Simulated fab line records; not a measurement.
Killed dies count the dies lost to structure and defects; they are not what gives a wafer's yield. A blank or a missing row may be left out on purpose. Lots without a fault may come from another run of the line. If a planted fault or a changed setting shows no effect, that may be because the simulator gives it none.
Matching of chambers ; flow n5_finfet ; N5_MOL_CONTACT_COAG_ETCH_59 on rie_diel-02 has 4 sister chambers
The step etches underlayer in N2/H2, target depth 13 nm, time 10.4 s. 14 wafers are shown with their chamber, then 7 later ones without.

## WAFERS WITH THEIR CHAMBER
wafer;chamber;drypump_motor_current_A (A);showerhead_plenum_p_Torr (Torr);throttle_valve_pct (%)
L074.1;1;5.8;2.53;17.76
L074.3;3;5.2;2.53;17.61
L074.4;2;6.7;2.65;18.15
L075.2;1;5.8;2.53;17.77
L075.5;1;5.9;2.53;17.78
L075.6;3;5.2;2.53;17.61
L078.3;1;5.8;2.53;17.78
L078.4;3;5.2;2.53;17.61
L078.5;2;6.6;2.65;18.18
L081.1;1;5.8;2.53;17.81
L081.3;0;6.2;2.60;17.61
L081.4;2;6.7;2.64;18.18
L092.2;2;6.6;2.63;18.24
L092.4;3;5.2;2.52;17.67

SIGNATURES, as means of the wafers listed above
reading;chamber 0;chamber 1;chamber 2;chamber 3;scatter within a chamber
drypump_motor_current_A;6.200;5.820;6.650;5.200;0.0424
showerhead_plenum_p_Torr;2.6000;2.5300;2.6425;2.5275;0.00592
throttle_valve_pct;17.6100;17.7800;18.1875;17.6250;0.0289
Rule: a wafer lies at a distance from a chamber equal to the root of the sum of squares, over the readings, of (its reading less the chamber's mean, divided by the reading's scatter). The wafer belongs to the nearest chamber; if the next one is less than 2 further off, it can't be placed. How the scatter is found: for the shown wafers, subtract from each reading the mean of its chamber, square and add these, divide the total by (wafers less chambers), then take the root.

## WAFERS MISSING THEIR CHAMBER
wafer;drypump_motor_current_A (A);showerhead_plenum_p_Torr (Torr);throttle_valve_pct (%)
L092.5;6.6;2.64;18.22
L093.3;5.8;2.52;17.83
L093.5;6.6;2.63;18.23
L093.6;5.2;2.51;17.65
L091.3;5.8;2.52;17.83
L091.4;6.2;2.59;17.67
L091.5;6.1;2.59;17.66

## EACH ONE'S CHAMBER
wafer;from the rows above;in truth
L092.5;2;2
L093.3;1;1
L093.5;2;2
L093.6;3;3
L091.3;1;1
L091.4;0;0
L091.5;0;0
Correct placement for 7 of the 7. Left unplaced by these rows: 0. Number placed wrongly: 0.
